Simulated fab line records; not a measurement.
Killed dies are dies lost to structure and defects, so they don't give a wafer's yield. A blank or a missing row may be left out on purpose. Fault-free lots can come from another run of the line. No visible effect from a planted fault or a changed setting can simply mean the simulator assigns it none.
Chamber matching    flow nand-harc    NHARC_P_BONDPAD_CMP_32 on cmp-03: 4 sister chambers
The step polishes SiCN, target thk 200 nm. 24 wafers are shown with their chamber, then 12 later ones without.

WAFERS, EACH WITH ITS CHAMBER
wafer   chamber  motor-current-A (A)
L075.1  3        12.6
L075.3  2        12.4
L075.4  1        11.6
L078.3  2        12.3
L078.4  1        11.9
L078.6  0        11.5
L081.3  3        12.8
L081.4  1        11.8
L081.5  1        11.2
L082.3  3        12.5
L082.5  2        13.0
L082.6  1        11.1
L083.1  3        12.1
L083.2  0        10.5
L083.3  1        11.3
L084.2  3        12.8
L084.3  1        11.5
L084.6  3        13.0
L085.4  0        10.7
L085.5  1        11.2
L085.6  2        12.4
L087.2  1        11.4
L087.3  3        12.0
L087.6  2        12.7

SIGNATURES, as means of the wafers listed above
reading          chamber 0  chamber 1  chamber 2  chamber 3  scatter within a chamber
motor-current-A  10.900     11.444     12.560     12.543     0.343
Rule: for each reading, subtract the chamber's mean from the wafer's reading, divide by that reading's scatter and square the result; add these up over the readings and take the root, which gives the wafer's distance from the chamber. The wafer belongs to the nearest chamber; if the next one is less than 2 further off, it can't be placed. The scatter is the square root of a quotient: the sum, over the shown wafers, of each reading's squared deviation from its chamber's mean, divided by wafers minus chambers.

WAFERS MISSING THEIR CHAMBER
wafer   motor-current-A (A)
L088.1  12.7
L088.2  10.7
L088.3  11.6
L088.4  11.9
L088.5  12.2
L088.6  10.4
L093.2  10.5
L093.3  12.1
L093.4  11.0
L095.2  12.6
L095.4  10.7
L095.5  12.2

EACH ONE'S CHAMBER
wafer   from the rows above                in truth
L088.1  can't be placed: 2 or 3            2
L088.2  can't be placed: 0 or 1            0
L088.3  can't be placed: 1 or 0            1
L088.4  can't be placed: 1 or 3 or 2 or 0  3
L088.5  can't be placed: 3 or 2 or 1       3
L088.6  can't be placed: 0 or 1            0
L093.2  can't be placed: 0 or 1            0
L093.3  can't be placed: 3 or 2 or 1       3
L093.4  can't be placed: 0 or 1            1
L095.2  can't be placed: 2 or 3            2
L095.4  can't be placed: 0 or 1            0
L095.5  can't be placed: 3 or 2 or 1       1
0 of 12 placed correctly. These rows do not allow placing 12 (true chamber among the candidates in 12). 0 placed wrongly.
